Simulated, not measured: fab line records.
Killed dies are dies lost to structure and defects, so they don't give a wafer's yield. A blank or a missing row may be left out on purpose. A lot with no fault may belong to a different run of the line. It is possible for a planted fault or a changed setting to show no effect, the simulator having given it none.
fab line records -- flow n5Finfet -- part 1 of 2: steps 1 to 4 of 6
record lots=22, wafers=66, lastDay=18
route steps=1938 shown BEOL_M10@1513 BEOL_M11@1537
lots untouched by any fault: they come from a run of this same line in which no faults occurred
startH: hours from the record's first day to the start of the lot's first wafer shown -- waitH: hours since the lot's step before -- " identical to the entry in the row above -- L1.1+2: a single row standing in for several wafers -- - either no value or no given start -- * or withheld: withheld -- < > ~ a bound
route shown NAME@n: NAME is a module with steps in the file, n the number in the route of the first one -- usual: average and standard deviation across the fault-free wafers -- same: alike in all rows -- chamber/n: place in a boat -- sites: per-site readings -- _std_site: the standard deviation of these -- _edge_site: outer sites' mean less inner sites' -- radiusMm: how far each site lies from the wafer's centre -- mask NAME#n: copy n -- behind: the tool/chamber that last shaped the wafer -- hold: what put the lot on hold/how long, in hours/how the hold closed -- device: which transistor (n, p or np) failed to switch -- end of line: the route-end tests of the same wafers -- a step without rows: its recipe alone -- killed: count of dies lost to structure and defects at first sort (not the wafer's yield) -- map: dies across one wafer; x = killed, . = not, _ = none there
set.NAME: the setting as run; set.NAME@STEP: as run at that earlier step -- model.NAME: the simulator's own value behind a step, which no gauge read
steps of the route over a sample of lots; a table a step, a row a wafer
services: when a tool's chamber went out of use (startH, in hours from the record's first day, below 0 if earlier), for how many hours, and the reason
## steps
# step N5_BEOL_M10_ETCH_41
# recipe chemistry=CH3F/O2, target=SiCN, targetDepthA=426, taperDeg=2, timeS=86, ionEnergyEv=120, maskMaterial=TiN, pressureMtorr=30, sourceW=395, biasW=75, Ar_flow_sccm=150, CH3F_flow_sccm=30, O2_flow_sccm=20
# usual drypumpMotorCurrentA=5.6/0.41, oesProductAu=0.81/0.087, rfVppV=297.9/1.8, showerheadPlenumPTorr=2.03/0.081, throttleValvePct=16.34/0.23
lot.wafer,tool,chamber,startH,waitH,drypumpMotorCurrentA,oesProductAu,rfHoursCounterH,rfVppV,showerheadPlenumPTorr,throttleValvePct
L074.1,rieDiel-01,0,-,-,5.8,0.91,24,298.9,2.06,16.32
L074.5,rieDiel-01,1,-,-,5.0,0.67,-,296.8,2.06,16.72
L074.6,rieDiel-01,0,-,-,5.8,0.91,-,297.4,2.06,16.33
L075.3,rieDiel-01,1,-,-,5.0,0.67,241,300.6,2.06,16.75
L075.4,rieDiel-01,2,-,-,5.9,0.94,15,299.0,2.14,16.36
L075.6,rieDiel-01,0,-,-,5.8,0.90,-,296.5,2.06,16.33
L076.1,rieDiel-05,2,-,-,5.8,0.66,251,296.6,1.94,16.51
L076.3,rieDiel-05,1,-,-,5.6,0.78,136,296.0,1.91,16.37
L076.5,rieDiel-05,2,-,-,5.7,0.65,-,297.4,1.94,16.52
L077.1,rieDiel-03,3,-,-,5.4,0.78,106,300.8,2.10,16.34
L077.4,rieDiel-03,2,-,-,6.0,0.87,58,300.8,2.13,16.13
L077.5,rieDiel-03,3,-,-,5.5,0.78,-,299.6,2.10,16.30
L078.1,rieDiel-05,0,-,-,4.7,0.83,61,297.5,2.04,16.13
L078.3,rieDiel-05,3,-,-,6.3,0.87,44,296.8,1.98,15.97
L078.5,rieDiel-05,0,-,-,4.7,0.83,-,298.0,2.04,16.13
L080.3,rieDiel-03,0,-,-,5.5,0.70,212,293.8,1.91,16.84
L080.5,rieDiel-03,2,-,-,6.0,0.86,-,299.4,2.13,16.16
L080.6,rieDiel-03,0,-,-,5.5,0.70,-,294.9,1.91,16.84
L081.1,rieDiel-03,1,-,-,5.0,0.88,28,298.9,2.13,16.23
L081.3,rieDiel-03,3,-,-,5.5,0.77,118,299.6,2.10,16.34
L081.6,rieDiel-03,2,-,-,6.0,0.85,-,300.9,2.13,16.14
L083.1,rieDiel-03,0,-,-,5.5,0.69,217,294.8,1.90,16.85
L083.2,rieDiel-03,1,-,-,5.0,0.89,31,300.2,2.13,16.23
L083.3,rieDiel-03,2,-,-,6.0,0.85,73,300.2,2.12,16.15
L082.1,rieDiel-03,3,-,-,5.4,0.75,125,300.1,2.10,16.35
L082.4,rieDiel-03,1,-,-,5.0,0.87,39,300.2,2.13,16.26
L082.5,rieDiel-03,3,-,-,5.5,0.76,-,298.9,2.10,16.34
L085.1,rieDiel-03,1,-,-,5.0,0.87,44,298.7,2.13,16.26
L085.3,rieDiel-03,3,-,-,5.4,0.75,130,297.9,2.10,16.35
L085.6,rieDiel-03,2,-,-,6.0,0.84,-,298.6,2.12,16.18
L089.2,rieDiel-01,2,-,-,5.9,0.88,50,299.0,2.13,16.43
L089.3,rieDiel-01,0,-,-,5.8,0.85,60,297.9,2.05,16.39
L089.5,rieDiel-01,0,-,-,5.8,0.84,-,296.6,2.05,16.42
L086.1,rieDiel-05,2,-,-,5.7,1.02,1,295.6,1.94,16.10
L086.3,rieDiel-05,1,-,-,5.5,0.76,153,296.0,1.91,16.40
L086.4,rieDiel-05,0,-,-,4.7,0.83,78,297.0,2.04,16.16
L087.1,rieDiel-05,2,-,-,5.8,1.02,1,296.3,1.94,16.11
L087.2,rieDiel-05,0,-,-,4.7,0.81,78,299.0,2.04,16.16
L087.5,rieDiel-05,3,-,-,6.3,0.83,-,296.7,1.98,16.00
L084.2,rieDiel-05,3,-,-,6.3,0.85,61,295.7,1.98,16.00
L084.4,rieDiel-05,0,-,-,4.7,0.81,78,299.0,2.04,16.14
L084.5,rieDiel-05,1,-,-,5.6,0.76,-,296.3,1.91,16.41
L090.2,rieDiel-01,3,-,-,5.6,0.72,162,299.0,2.00,16.23
L090.5,rieDiel-01,1,-,-,5.0,0.93,-,298.1,2.05,16.24
L090.6,rieDiel-01,0,-,-,5.8,0.83,-,297.8,2.05,16.39
L092.1,rieDiel-03,2,-,-,6.0,0.82,100,299.7,2.12,16.22
L092.2,rieDiel-03,1,-,-,5.0,0.84,55,300.5,2.12,16.27
L092.5,rieDiel-03,0,-,-,5.5,0.67,-,294.9,1.90,16.90
L091.2,rieDiel-01,2,-,-,5.9,0.86,61,299.9,2.13,16.47
L091.5,rieDiel-01,3,-,-,5.6,0.71,-,297.4,2.00,16.24
L091.6,rieDiel-01,0,-,-,5.8,0.83,-,299.0,2.04,16.42
L093.3,rieDiel-03,1,-,-,5.0,0.84,59,300.0,2.12,16.30
L093.4,rieDiel-03,0,-,-,5.5,0.67,249,295.4,1.89,16.91
L093.6,rieDiel-03,2,-,-,6.0,0.82,-,299.7,2.12,16.20
L094.3,rieDiel-05,2,-,-,5.8,0.96,17,296.2,1.94,16.14
L094.4,rieDiel-05,1,-,-,5.6,0.74,170,294.9,1.90,16.43
L094.5,rieDiel-05,0,-,-,4.7,0.79,-,298.3,2.03,16.17
L095.1,rieDiel-05,0,-,-,4.7,0.80,96,297.9,2.03,16.20
L095.4,rieDiel-05,3,-,-,6.3,0.83,79,297.5,1.97,16.03
L095.6,rieDiel-05,1,-,-,5.6,0.75,-,294.7,1.90,16.44
L096.2,rieDiel-03,1,-,-,5.0,0.83,68,300.4,2.12,16.29
L096.3,rieDiel-03,3,-,-,5.4,0.73,158,300.5,2.09,16.42
L096.4,rieDiel-03,1,-,-,5.0,0.83,-,298.8,2.12,16.31
L097.1,rieDiel-01,2,-,-,5.9,0.84,73,298.8,2.12,16.50
L097.3,rieDiel-01,1,-,-,5.0,0.88,37,297.6,2.04,16.30
L097.6,rieDiel-01,3,-,-,5.6,0.72,-,296.4,1.99,16.27
# step N5_BEOL_M10_CMP_52
# recipe stopOn=SiCOH_lowk, tOverpolishS=7, downForcePsi=1, platenRpm=50, clearingPlatenDownForcePsi=1.5, clearingPlatenRpm=50, postCmpClean=cuAlkaline, targetThkNm=140, clearingPlatenPadVelocityMS=0.99484, padVelocityMS=0.99484
# usual barrierFieldEndpointS=29.3/0.95, motorCurrentA=6.0/0.57, overpolishRunS=7.000/0.0097, retainingRingPressureFrac=1.000/0.005, timeToEndpointS=68/4.2
lot.wafer,tool,chamber,startH,waitH,barrierFieldEndpointS,motorCurrentA,overpolishRunS,retainingRingPressureFrac,timeToEndpointS
L074.1,cmp-04,1,222.69,0.3,30.4,6.7,7.008,1.003,72
L074.6,cmp-04,1,222.69,0.3,30.6,7.0,7.010,1.000,72
L074.5,cmp-04,2,222.69,0.3,29.7,6.2,7.003,0.994,73
L075.4,cmp-01,0,229.60,0.2,27.7,5.9,6.989,0.998,57
L075.3,cmp-01,2,229.60,0.2,27.5,5.4,6.997,1.006,56
L075.6,cmp-01,0,229.60,0.2,28.0,6.2,7.003,1.000,57
L076.1,cmp-01,3,240.15,0.3,28.3,6.3,6.995,0.993,60
L076.3,cmp-01,0,240.15,0.3,28.4,5.8,6.995,1.003,61
L076.5,cmp-01,3,240.15,0.3,29.4,6.3,7.002,1.001,67
L077.1,cmp-04,2,240.40,0.3,30.2,6.2,7.016,0.990,72
L077.4,cmp-04,3,240.40,0.3,30.8,5.8,6.994,1.007,72
L077.5,cmp-04,3,240.40,0.3,31.4,5.7,7.002,1.001,74
L078.1,cmp-02,3,241.99,0.3,28.2,5.3,7.008,0.999,65
L078.3,cmp-02,2,241.99,0.3,27.7,6.7,7.008,1.003,64
L078.5,cmp-02,3,241.99,0.3,28.7,5.5,6.988,0.993,65
L080.3,cmp-04,2,266.02,0.2,29.7,6.7,6.994,0.998,72
L080.5,cmp-04,2,266.02,0.2,29.1,6.8,6.977,1.006,75
L080.6,cmp-04,3,266.02,0.2,29.0,5.6,6.985,1.006,70
L081.3,cmp-04,3,275.11,0.2,28.6,6.0,6.974,1.007,70
L081.1,cmp-04,2,275.11,0.2,28.7,6.6,7.004,1.003,75
L081.6,cmp-04,0,275.11,0.2,27.6,5.4,7.001,0.992,65
L083.3,cmp-01,2,279.26,0.2,28.9,5.1,6.992,1.003,68
L083.2,cmp-01,3,279.26,0.2,29.7,6.1,6.994,0.996,72
L083.1,cmp-01,0,279.26,0.2,28.6,6.1,6.997,0.997,70
L082.4,cmp-01,0,298.35,0.1,29.2,6.0,7.004,0.997,65
L082.1,cmp-01,3,298.35,0.1,29.2,6.0,7.000,0.999,68
L082.5,cmp-01,0,298.35,0.1,30.3,6.0,7.012,1.001,69
L085.3,cmp-02,1,307.14,0.2,28.7,6.6,6.989,0.993,66
L085.1,cmp-02,2,307.14,0.2,28.8,6.7,7.016,0.999,69
L085.6,cmp-02,1,307.14,0.2,29.8,6.4,7.015,0.991,66
L089.3,cmp-01,2,313.50,0.2,28.7,5.3,6.993,0.991,65
L089.2,cmp-01,3,313.50,0.2,28.4,6.0,7.007,0.999,68
L089.5,cmp-01,1,313.50,0.2,29.3,5.0,7.006,0.996,74
L086.1,cmp-04,1,313.89,0.3,29.1,6.8,6.991,0.995,67
L086.3,cmp-04,2,313.89,0.3,29.7,6.5,7.009,1.003,66
L086.4,cmp-04,3,313.89,0.3,29.8,5.8,6.992,1.007,65
L087.2,cmp-02,2,314.16,0.2,30.6,6.4,7.006,1.005,73
L087.1,cmp-02,0,314.16,0.2,30.2,5.3,7.001,0.999,75
L087.5,cmp-02,2,314.16,0.2,30.8,6.9,6.990,1.003,72
L084.2,cmp-04,2,314.65,0.2,29.2,6.3,7.000,1.003,69
L084.4,cmp-04,3,314.65,0.2,28.9,5.8,7.001,1.004,67
L084.5,cmp-04,1,314.65,0.2,30.2,7.2,7.007,0.995,70
L090.2,cmp-02,3,315.10,0.2,28.6,5.5,7.000,0.995,66
L090.6,cmp-02,2,315.10,0.2,30.6,6.6,7.006,0.999,69
L090.5,cmp-02,3,315.10,0.2,29.9,5.3,7.007,1.002,69
L092.1,cmp-01,3,345.23,0.3,29.5,6.1,7.010,1.003,69
L092.2,cmp-01,2,345.23,0.3,28.6,5.4,7.006,1.001,65
L092.5,cmp-01,3,345.23,0.3,29.5,6.6,6.994,0.993,68
L091.2,cmp-01,2,345.58,0.2,28.5,5.5,6.995,1.006,61
L091.6,cmp-01,1,345.58,0.2,29.2,5.2,7.013,0.995,70
L091.5,cmp-01,2,345.58,0.2,29.1,5.4,7.003,1.002,63
L093.3,cmp-04,2,352.63,0.2,30.0,6.8,6.995,1.001,73
L093.4,cmp-04,1,352.63,0.2,30.6,7.1,7.008,1.001,72
L093.6,cmp-04,2,352.63,0.2,30.4,6.5,7.002,1.006,75
L094.4,cmp-04,2,369.09,0.2,31.0,6.0,6.988,1.007,72
L094.3,cmp-04,0,369.09,0.2,28.8,5.4,6.999,1.003,66
L094.5,cmp-04,2,369.09,0.2,30.5,6.4,6.991,1.003,71
L095.1,cmp-02,1,369.61,0.3,27.2,6.5,6.991,1.001,63
L095.4,cmp-02,0,369.61,0.3,28.8,5.1,6.999,0.993,72
L095.6,cmp-02,1,369.61,0.3,28.2,6.3,7.015,1.002,64
L096.2,cmp-01,3,375.54,0.2,28.2,6.2,7.010,1.000,66
L096.4,cmp-01,1,375.54,0.2,29.3,5.1,6.983,1.003,69
L096.3,cmp-01,2,375.54,0.2,27.8,5.2,7.004,1.004,61
L097.1,cmp-04,2,378.78,0.3,29.8,6.1,7.010,1.002,75
L097.3,cmp-04,0,378.78,0.3,27.9,5.4,6.994,1.014,67
L097.6,cmp-04,2,378.78,0.3,30.0,6.5,7.024,1.005,71
# step N5_BEOL_M11_CURE_71
# recipe tempC=385, timeS=240, ambient=He/Ar, material=SiCOH_lowk
# usual lampPowerPct=52.31/0.061, wafer_temp_C_max=386.8/0.7
lot.wafer,tool,chamber,startH,waitH,lampPowerPct,wafer_temp_C_max
L074.1,uvCure-03,2,223.26,0.0,52.35,386.2
L074.5,uvCure-03,2,223.26,0.0,52.28,386.2
L074.6,uvCure-03,2,223.26,0.0,52.39,386.8
L075.3,uvCure-03,2,230.31,0.2,52.39,385.9
L075.4,uvCure-03,2,230.31,0.2,52.25,386.4
L075.6,uvCure-03,2,230.31,0.2,52.28,386.1
L076.1,uvCure-01,0,240.75,0.1,52.22,386.8
L076.3,uvCure-01,0,240.75,0.1,52.29,386.6
L076.5,uvCure-01,0,240.75,0.1,52.33,386.3
L077.1,uvCure-02,0,241.00,0.1,52.35,387.8
L077.4,uvCure-02,0,241.00,0.1,52.42,387.0
L077.5,uvCure-02,0,241.00,0.1,52.22,388.1
L078.1,uvCure-02,1,242.64,0.1,52.35,386.3
L078.3,uvCure-02,1,242.64,0.1,52.24,387.0
L078.5,uvCure-02,1,242.64,0.1,52.33,386.3
L080.3,uvCure-01,0,266.78,0.2,52.37,386.3
L080.5,uvCure-01,0,266.78,0.2,52.34,386.3
L080.6,uvCure-01,0,266.78,0.2,52.22,387.1
L081.1,uvCure-01,2,275.68,0.0,52.30,387.7
L081.3,uvCure-01,2,275.68,0.0,52.33,386.7
L081.6,uvCure-01,2,275.68,0.0,52.27,386.9
L083.1,uvCure-03,2,279.79,0.0,52.41,386.1
L083.2,uvCure-03,2,279.79,0.0,52.25,386.1
L083.3,uvCure-03,2,279.79,0.0,52.26,386.7
L082.1,uvCure-01,2,298.93,0.0,52.36,387.4
L082.4,uvCure-01,2,298.93,0.0,52.27,387.4
L082.5,uvCure-01,2,298.93,0.0,52.28,387.1
L085.1,uvCure-01,1,307.69,0.1,52.25,386.5
L085.3,uvCure-01,1,307.69,0.1,52.34,386.9
L085.6,uvCure-01,1,307.69,0.1,52.20,386.8
L089.2,uvCure-02,1,314.15,0.1,52.32,386.6
L089.3,uvCure-02,1,314.15,0.1,52.36,386.8
L089.5,uvCure-02,1,314.15,0.1,52.30,386.5
L086.1,uvCure-03,0,314.46,0.0,52.38,388.0
L086.3,uvCure-03,0,314.46,0.0,52.29,387.2
L086.4,uvCure-03,0,314.46,0.0,52.28,387.4
L087.1,uvCure-01,2,315.00,0.0,52.17,386.6
L087.2,uvCure-01,2,315.00,0.0,52.36,387.9
L087.5,uvCure-01,2,315.00,0.0,52.31,386.6
L084.2,uvCure-03,1,315.26,0.1,52.39,385.7
L084.4,uvCure-03,1,315.26,0.1,52.33,385.9
L084.5,uvCure-03,1,315.26,0.1,52.27,385.7
L090.2,uvCure-02,2,315.72,0.1,52.37,386.6
L090.5,uvCure-02,2,315.72,0.1,52.30,387.5
L090.6,uvCure-02,2,315.72,0.1,52.25,387.4
L092.1,uvCure-02,0,345.80,0.0,52.31,388.0
L092.2,uvCure-02,0,345.80,0.0,52.20,387.3
L092.5,uvCure-02,0,345.80,0.0,52.28,387.7
L091.2,uvCure-03,2,346.19,0.1,52.31,386.3
L091.5,uvCure-03,2,346.19,0.1,52.27,386.3
L091.6,uvCure-03,2,346.19,0.1,52.20,386.5
L093.3,uvCure-03,1,353.36,0.2,52.37,385.5
L093.4,uvCure-03,1,353.36,0.2,52.36,385.6
L093.6,uvCure-03,1,353.36,0.2,52.29,385.8
L094.3,uvCure-01,1,369.98,0.4,52.37,386.2
L094.4,uvCure-01,1,369.98,0.4,52.41,385.2
L094.5,uvCure-01,1,369.98,0.4,52.31,386.1
L095.1,uvCure-02,1,370.18,0.0,52.27,386.4
L095.4,uvCure-02,1,370.18,0.0,52.31,386.6
L095.6,uvCure-02,1,370.18,0.0,52.37,386.7
L096.2,uvCure-01,2,376.29,0.2,52.26,387.3
L096.3,uvCure-01,2,376.29,0.2,52.32,387.2
L096.4,uvCure-01,2,376.29,0.2,52.26,387.2
L097.1,uvCure-02,1,379.36,0.0,52.34,386.9
L097.3,uvCure-02,1,379.36,0.0,52.28,386.6
L097.6,uvCure-02,1,379.36,0.0,52.31,386.8
# step N5_BEOL_M11_OVL_MEAS_12
# recipe pointsPerWafer=44
# usual M11_OVL=0.2/0.83
lot.wafer,tool,chamber,startH,waitH,M11_OVL[nm]
L074.1,overlay-01,0,225.27,0.0,-0.7
L074.5,overlay-01,0,225.27,0.0,-1.5
L074.6,overlay-01,0,225.27,0.0,-1.9
L075.3,overlay-02,0,231.82,0.0,2.1
L075.4,overlay-02,0,231.82,0.0,0.5
L075.6,overlay-02,0,231.82,0.0,0.6
L076.1,overlay-01,0,243.08,0.0,-0.9
L076.3,overlay-01,0,243.08,0.0,-0.1
L076.5,overlay-01,0,243.08,0.0,-1.2
L077.1,overlay-01,0,243.25,0.0,1.7
L077.4,overlay-01,0,243.25,0.0,1.0
L077.5,overlay-01,0,243.25,0.0,0.8
L078.1,overlay-01,0,243.76,0.0,0.6
L078.3,overlay-01,0,243.76,0.0,-0.2
L078.5,overlay-01,0,243.76,0.0,0.2
L080.3,overlay-02,0,272.30,0.0,-0.6
L080.5,overlay-02,0,272.30,0.0,-0.8
L080.6,overlay-02,0,272.30,0.0,0.2
L081.1,overlay-01,0,277.46,0.0,0.2
L081.3,overlay-01,0,277.46,0.0,-1.1
L081.6,overlay-01,0,277.46,0.0,-1.2
L083.1,overlay-01,0,281.23,0.0,1.3
L083.2,overlay-01,0,281.23,0.0,0.2
L083.3,overlay-01,0,281.23,0.0,0.0
L082.1,overlay-02,0,300.26,0.0,1.9
L082.4,overlay-02,0,300.26,0.0,1.2
L082.5,overlay-02,0,300.26,0.0,1.0
L085.1,overlay-01,0,309.99,0.0,0.2
L085.3,overlay-01,0,309.99,0.0,1.4
L085.6,overlay-01,0,309.99,0.0,1.4
L089.2,overlay-01,0,317.10,0.0,0.6
L089.3,overlay-01,0,317.10,0.0,0.6
L089.5,overlay-01,0,317.10,0.0,0.4
L086.1,overlay-02,0,317.43,0.0,1.0
L086.3,overlay-02,0,317.43,0.0,1.3
L086.4,overlay-02,0,317.43,0.0,-0.5
L087.1,overlay-01,0,317.47,0.0,0.2
L087.2,overlay-01,0,317.47,0.0,0.1
L087.5,overlay-01,0,317.47,0.0,0.1
L084.2,overlay-02,0,317.63,0.0,1.0
L084.4,overlay-02,0,317.63,0.0,-0.1
L084.5,overlay-02,0,317.63,0.0,0.8
L090.2,overlay-01,0,317.67,0.0,0.7
L090.5,overlay-01,0,317.67,0.0,1.6
L090.6,overlay-01,0,317.67,0.0,0.1
L092.1,overlay-01,0,347.83,0.0,0.0
L092.2,overlay-01,0,347.83,0.0,0.0
L092.5,overlay-01,0,347.83,0.0,0.1
L091.2,overlay-01,0,348.06,0.0,-0.7
L091.5,overlay-01,0,348.06,0.0,-1.1
L091.6,overlay-01,0,348.06,0.0,-0.3
L093.3,overlay-01,0,354.69,0.0,0.4
L093.4,overlay-01,0,354.69,0.0,0.4
L093.6,overlay-01,0,354.69,0.0,1.0
L094.3,overlay-01,0,372.49,0.0,1.6
L094.4,overlay-01,0,372.49,0.0,1.6
L094.5,overlay-01,0,372.49,0.0,-0.3
L095.1,overlay-02,0,372.73,0.0,-0.5
L095.4,overlay-02,0,372.73,0.0,-0.2
L095.6,overlay-02,0,372.73,0.0,-0.8
L096.2,overlay-01,0,378.87,0.0,-0.1
L096.3,overlay-01,0,378.87,0.0,-0.2
L096.4,overlay-01,0,378.87,0.0,0.0
L097.1,overlay-01,0,380.42,0.0,0.2
L097.3,overlay-01,0,380.42,0.0,1.0
L097.6,overlay-01,0,380.42,0.0,-0.2
